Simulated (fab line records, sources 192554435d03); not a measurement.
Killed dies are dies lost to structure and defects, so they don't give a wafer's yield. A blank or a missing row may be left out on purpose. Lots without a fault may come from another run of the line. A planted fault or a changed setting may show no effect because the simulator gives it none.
A struck lot beside a sound one | flow n5_finfet | 27 steps out of a route of 1938
Sound: wafers L491.1, L491.3, L491.4. Struck: wafers L478.1, L478.5, L478.6. The cause comes at the end.
At each step with rows: each side's tool, then ch and its chambers, then its first start. Under that, the readings that differ: sound wafers | struck wafers | difference of the means | sigmas: that difference in standard deviations of wafers without a fault.
alike: readings whose means differ by less than 2 such deviations, and words and numbers that are the same on both sides. not compared: withheld readings, readings that some wafer has no value for, bounds like >300 that may hide the same value, and numbers for which the record gives no deviation and whose values overlap.
The two part at a step that has a row with sigmas, a row that says differs or no value, or rows on one side only. Numbers that don't overlap but have no deviation are shown without sigmas and don't part them. A reading that every wafer of one side lacks parts them only if that side has two wafers or more.

first, 10 steps without rows for these wafers: N5_BEOL_M4_DESCUM_16 (chemistry O2, time 7 s); N5_BEOL_M4_ETCH_74 (etches underlayer in N2/H2, target depth 6.5 nm, time 5.2 s); N5_BEOL_M4_ETCH_63 (etches SiARC in CF4, target depth 15.6 nm, time 26 s); N5_BEOL_M4_ETCH_64 (etches SOC in N2/H2, target depth 75 nm, overetch 22.5 nm, time 121.9 s); N5_BEOL_M4_STRIP_65 (strips in N2/H2); N5_BEOL_M4_STRIP_75 (strips in N2/H2); N5_BEOL_M4_STRIP_66 (strips in CF4); N5_BEOL_M4_HM_OPEN_17 (chemistry Cl2/BCl3, target TiN, target depth 20 nm, overetch 6 nm); N5_BEOL_M4_STRIP_19 (strips in O2); N5_BEOL_M4_COAT_67 (time 60 s, resist thk 60 nm).
N5_BEOL_M4_COAT_68: time 60 s, resist thk 12 nm.
  sound on litho_track-05 ch 0, day 12 14:44; struck on litho_track-03 ch 0, day 9 02:05
  reading                                    | sound                | struck               | difference | sigmas
  spin_speed_rpm (rpm)                       | 1500.9 1500.5 1500.4 | 1829.5 1829.4 1828.6 | +328.6     | +99 or more
  model.SiARC_of_BEOL_M4_COAT_68.thk_nm (nm) | 12 12 12             | 10.8 10.8 10.8       | -1.2       |
  alike: plate_temp_C
then, 9 steps without rows for these wafers: N5_BEOL_M4_COAT_76 (time 60 s, resist thk 5 nm); N5_BEOL_M4_COAT_22 (resist thk 30 nm); N5_BEOL_M4_EBR_24; N5_BEOL_M4_SOFTBAKE_23 (time 60 s); N5_BEOL_M4_EXPOSE_25 (exposes mask V3, defocus 5 nm); N5_BEOL_M4_PEB_26 (peb time 60 s); N5_BEOL_M4_DEVELOP_27 (develop time 30 s); N5_BEOL_M4_DESCUM_33 (chemistry O2, time 7 s); N5_BEOL_M4_ETCH_77 (etches underlayer in N2/H2, target depth 6.5 nm, time 5.2 s).
N5_BEOL_M4_ETCH_69: etches SiARC in CF4, target depth 15.6 nm, time 26 s.
  sound on rie_diel-02 ch 1,2,3, day 12 15:19; struck on rie_diel-02 ch 1,2, day 9 02:55
  reading                                      | sound             | struck            | difference | sigmas
  etch_rf_on_time_s (s)                        | 24.6 25.6 26.2    | 22.2 22.1 23.3    | -2.9       | -3
  model.etch.depth_nm (nm)                     | 12.03 12.02 12.03 | 10.88 10.85 10.87 | -1.16      |
  model.CAR-EUV_of_BEOL_M4_COAT_22.thk_nm (nm) | 11 11.2 11.2      | 12 12 12          | +1         |
  alike: drypump_motor_current_A, oes_product_au, rf_vpp_V, showerhead_plenum_p_Torr, throttle_valve_pct
  not compared: rf_hours_counter_h
then, 1 step without rows for these wafers: N5_BEOL_M4_ALD_98 (deposits SiO2, target thk 2.5 nm, pulse time 1 s, co reactant pulse time 1 s).
N5_BEOL_M4_ETCHBACK_99: etches SiO2 in CHF3, target depth 5 nm, time 10.4 s.
  sound on rie_diel-02 ch 0,1,3, day 12 19:08; struck on rie_diel-02 ch 0,1, day 9 05:02
  reading                                      | sound          | struck         | difference | sigmas
  model.CAR-EUV_of_BEOL_M4_COAT_22.thk_nm (nm) | 10.4 10.4 10.4 | 11.2 11.2 11.2 | +0.8       |
  alike: drypump_motor_current_A, oes_product_au, rf_vpp_V, showerhead_plenum_p_Torr, throttle_valve_pct
  not compared: rf_hours_counter_h
N5_BEOL_M4_ETCH_70: etches SOC in N2/H2, target depth 80 nm, overetch 24 nm, time 130 s.
  sound on rie_diel-02 ch 0,1,3, day 12 19:10; struck on rie_diel-02 ch 0,1, day 9 05:04
  reading                                    | sound       | struck      | difference | sigmas
  model.SiARC_of_BEOL_M4_COAT_68.thk_nm (nm) | 5.8 5.8 5.8 | 4.6 4.4 4.6 | -1.3       |
  alike: drypump_motor_current_A, oes_product_au, rf_vpp_V, showerhead_plenum_p_Torr, throttle_valve_pct
  not compared: rf_hours_counter_h
then, 1 step without rows for these wafers: N5_BEOL_M4_STRIP_71 (strips in N2/H2).
N5_BEOL_M4_RC_MEAS_101:
  sound on prober-02 ch 0, day 12 23:58; struck on prober-01 ch 0, day 9 10:04
  reading       | sound          | struck         | difference | sigmas
  SS_N (mV/dec) | 72.3 71.5 72.2 | 70.8 70.4 71.2 | -1.2       | -2
  alike: DIBL_N, DIBL_P, IOFF_N, IOFF_P, ION_N, ION_P, SS_P, VT_N, VT_P
-- the record jumps here: 3 days lie between the struck wafers' starts before and after (it left off in module BEOL_M4 and takes up again in module PASSIVATION, whose first step shown is number 1936 of the route) --
N5_PASSIVATION_PROBE_49:
  sound on prober-02, day 17 08:40; struck on prober-02, day 12 14:36
  alike: defect_limited_yield, killed_at_M0_to_M3, killed_at_M4_up, killed_at_contacts, killed_at_front_end, killed_at_other, killed_dies, killed_open, killed_short, sort_bin_5_function, sort_bin_6_memory, sort_bin_8_speed, sort_n_pass, sort_yield_pct

WHERE THEY PART
First at N5_BEOL_M4_COAT_68; last, within this record, at N5_BEOL_M4_RC_MEAS_101. Later steps at which nothing parts them and some readings are alike: N5_PASSIVATION_PROBE_49.

WHY: what the simulator had put in
Process parameter drift: litho_track-03, from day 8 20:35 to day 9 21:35, at N5_BEOL_M4_COAT_68. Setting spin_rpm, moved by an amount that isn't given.
